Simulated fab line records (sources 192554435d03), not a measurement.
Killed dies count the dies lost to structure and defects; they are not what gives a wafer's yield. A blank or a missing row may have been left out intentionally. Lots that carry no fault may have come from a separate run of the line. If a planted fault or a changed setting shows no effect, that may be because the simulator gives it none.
What tool caused it? | flow n5_finfet | 28 wafers from 10 lots sampled at 5 of the route's 1938 steps

## WHAT EACH GAUGE READ, for each wafer
N5_BEOL_M12_THK_MEAS_01.
lot  | measured     | on            | M12_ILD_THK (nm)
L777 | day 11 03:40 | film_metro-02 | 655 658 672
L775 | day 11 06:22 | film_metro-01 | 652 651 658
L779 | day 11 17:04 | film_metro-02 | 642 660 669
L780 | day 12 00:41 | film_metro-02 | 656 665 668
L782 | day 12 01:08 | film_metro-01 | 649 670 656
L781 | day 12 09:58 | film_metro-02 | 646 663 666
L789 | day 14 19:26 | film_metro-01 | 761 653
L790 | day 15 06:40 | film_metro-02 | 765 755
L794 | day 15 16:02 | film_metro-02 | 651 665 658
L793 | day 15 18:15 | film_metro-02 | 653 663 669

N5_BEOL_M12_INSPECT_12: inspects for defects (macro).
lot  | measured     | on                | raw_defect_count
L777 | day 11 04:01 | defect_inspect-02 | 2 4 3
L775 | day 11 06:50 | defect_inspect-02 | 2 3 2
L779 | day 11 17:33 | defect_inspect-02 | 4 2 1
L780 | day 12 01:02 | defect_inspect-01 | 2 4 1
L782 | day 12 01:37 | defect_inspect-01 | 3 3 2
L781 | day 12 10:26 | defect_inspect-01 | 1 1 3
L789 | day 14 19:56 | defect_inspect-02 | 1 3
L790 | day 15 07:09 | defect_inspect-01 | 3 3
L794 | day 15 16:23 | defect_inspect-02 | 4 2 1
L793 | day 15 18:36 | defect_inspect-01 | 4 2 1

## WHICH TOOL RAN EACH LOT (tool, then ch and the chambers of the sampled wafers, then the start)
lot  | N5_BEOL_M11_DEGAS_44         | N5_BEOL_M11_CMP_52            | N5_BEOL_M12_ILD_DEP_00
L777 | pvd_sputter-01, day 11 01:44 | cmp-04 ch 1,3, day 11 03:02   | pecvd-03 ch 0,2, day 11 03:32
L775 | pvd_sputter-02, day 11 02:56 | cmp-03 ch 0,1, day 11 05:44   | pecvd-03 ch 0,1,2, day 11 06:13
L779 | pvd_sputter-03, day 11 15:07 | cmp-04 ch 1,2,3, day 11 16:25 | pecvd-02 ch 1,2, day 11 16:53
L780 | pvd_sputter-02, day 11 21:28 | cmp-03 ch 1,2,3, day 12 00:09 | pecvd-03 ch 0,2, day 12 00:34
L782 | pvd_sputter-01, day 11 22:56 | cmp-04 ch 0,1,2, day 12 00:33 | pecvd-03 ch 0,1, day 12 00:59
L781 | pvd_sputter-01, day 12 07:56 | cmp-02 ch 0,2, day 12 09:20   | pecvd-03 ch 0,1,2, day 12 09:50
L789 | pvd_sputter-01, day 14 17:16 | cmp-04 ch 1,2, day 14 18:59   | pecvd-03 ch 0,1, day 14 19:22
L790 | pvd_sputter-02, day 15 04:26 | cmp-03 ch 0,1, day 15 06:03   | pecvd-03 ch 0,2, day 15 06:32
L794 | pvd_sputter-02, day 15 14:12 | cmp-02 ch 1,2,3, day 15 15:25 | pecvd-02 ch 0,1,2, day 15 15:54
L793 | pvd_sputter-02, day 15 16:19 | cmp-02 ch 1,2,3, day 15 17:43 | pecvd-02 ch 0,1, day 15 18:07
- N5_BEOL_M11_DEGAS_44: time 60 s.
- N5_BEOL_M11_CMP_52: polishes, stops on SiCOH lowk, t overpolish 7 s, target thk 140 nm.
- N5_BEOL_M12_ILD_DEP_00: deposits SiOC from DEMS/O2, target thk 658.92 nm, time 130.7 s.

## AS READ BY THE TOOLS THEMSELVES (means over the sampled wafers that have a number; for cases with no such wafer, the mark the record gives instead)
N5_BEOL_M11_DEGAS_44.
lot  | tool           | heater_power_w (W)
L777 | pvd_sputter-01 | 299
L775 | pvd_sputter-02 | 351
L779 | pvd_sputter-03 | 307
L780 | pvd_sputter-02 | 294
L782 | pvd_sputter-01 | 311
L781 | pvd_sputter-01 | 294
L789 | pvd_sputter-01 | 294
L790 | pvd_sputter-02 | 386
L794 | pvd_sputter-02 | 295
L793 | pvd_sputter-02 | 327

N5_BEOL_M11_CMP_52.
lot  | tool   | barrier_field_endpoint_s (s) | motor_current_A (A) | overpolish_run_s (s) | time_to_endpoint_s (s)
L777 | cmp-04 | 28.8                         | 5.7                 | 7.002                | 68
L775 | cmp-03 | 27.9                         | 6.4                 | 7.001                | 65
L779 | cmp-04 | 29.7                         | 5.8                 | 6.997                | 69
L780 | cmp-03 | 29.7                         | 6.3                 | 7.002                | 69
L782 | cmp-04 | 29.3                         | 5.9                 | 7.005                | 69
L781 | cmp-02 | 29.8                         | 7.2                 | 6.997                | 73
L789 | cmp-04 | 27.6                         | 6.2                 | 7.016                | 64
L790 | cmp-03 | 28.8                         | 6.3                 | 6.995                | 68
L794 | cmp-02 | 29.1                         | 6.5                 | 6.993                | 67
L793 | cmp-02 | 29.6                         | 6.5                 | 7.001                | 69

N5_BEOL_M12_ILD_DEP_00.
lot  | tool     | heater_power_w (W) | run_length_s (s) | showerhead_plenum_p_Torr (Torr) | throttle_valve_pct (%)
L777 | pecvd-03 | 499                | 175.4            | 5.717                           | 12.4
L775 | pecvd-03 | 466                | 175.5            | 5.703                           | 12.5
L779 | pecvd-02 | 426                | 175.9            | 5.684                           | 11.9
L780 | pecvd-03 | 479                | 175.6            | 5.709                           | 12.3
L782 | pecvd-03 | 488                | 175.1            | 5.711                           | 12.6
L781 | pecvd-03 | 506                | 175.8            | 5.712                           | 12.3
L789 | pecvd-03 | 530                | 185.1            | 5.707                           | 12.8
L790 | pecvd-03 | 504                | 195.7            | 5.713                           | 12.4
L794 | pecvd-02 | 508                | 175.3            | 5.697                           | 12.2
L793 | pecvd-02 | 527                | 175.3            | 5.692                           | 12.4

## THE ANSWER, worked out from the rows above alone
Rule: what is usual is taken from the lots themselves. The widest of any qualifying gaps counts: lots, ordered by their means at a reading, are off when they make up no more than a third of the lots, leave a main group of 4 or more, and stand apart from it by 3 or more times the standard deviation of that group's means. If all means in a main group match to the digits the tables above print for the reading, that group is not used. A lot without any number at a reading at which 4 lots or more have one is off too. All remaining lots with rows at the step are treated as sound. After the gauges, taken in route order, come the tools' own readings; for these a lot's mean is taken, as printed above. The first step at which some lot is off is used, and at that step the reading that is off furthest; a lot without a number counts as furthest.
Off: L789, L790, at N5_BEOL_M12_THK_MEAS_01 (M12_ILD_THK). Main group: mean 659 nm, sd 2.8.
A tool fits if, at a process step before that reading, it ran every lot that is off, and no sound lot after the first of them. Not tried: the gauges at N5_BEOL_M12_THK_MEAS_01; whatever is off there is also off at N5_BEOL_M12_ILD_DEP_00, on other tools, and gauge error can't account for it. One fits: pecvd-03 at N5_BEOL_M12_ILD_DEP_00. A fault onset in the window from L781 (day 12 09:50, its last sound lot) to L789 (day 14 19:22, its first lot off) fits.
On the lots that are off, the tool's own readings at N5_BEOL_M12_ILD_DEP_00 differ by more than 5 times the standard deviation of the sound lots' means, which bears it out; run_length_s reads 190.4 s there versus 175.5 s on the sound lots.

## WHAT THE SIMULATOR HAD PUT IN
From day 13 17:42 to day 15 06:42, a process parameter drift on pecvd-03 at N5_BEOL_M12_ILD_DEP_00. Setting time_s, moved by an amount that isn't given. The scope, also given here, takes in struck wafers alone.
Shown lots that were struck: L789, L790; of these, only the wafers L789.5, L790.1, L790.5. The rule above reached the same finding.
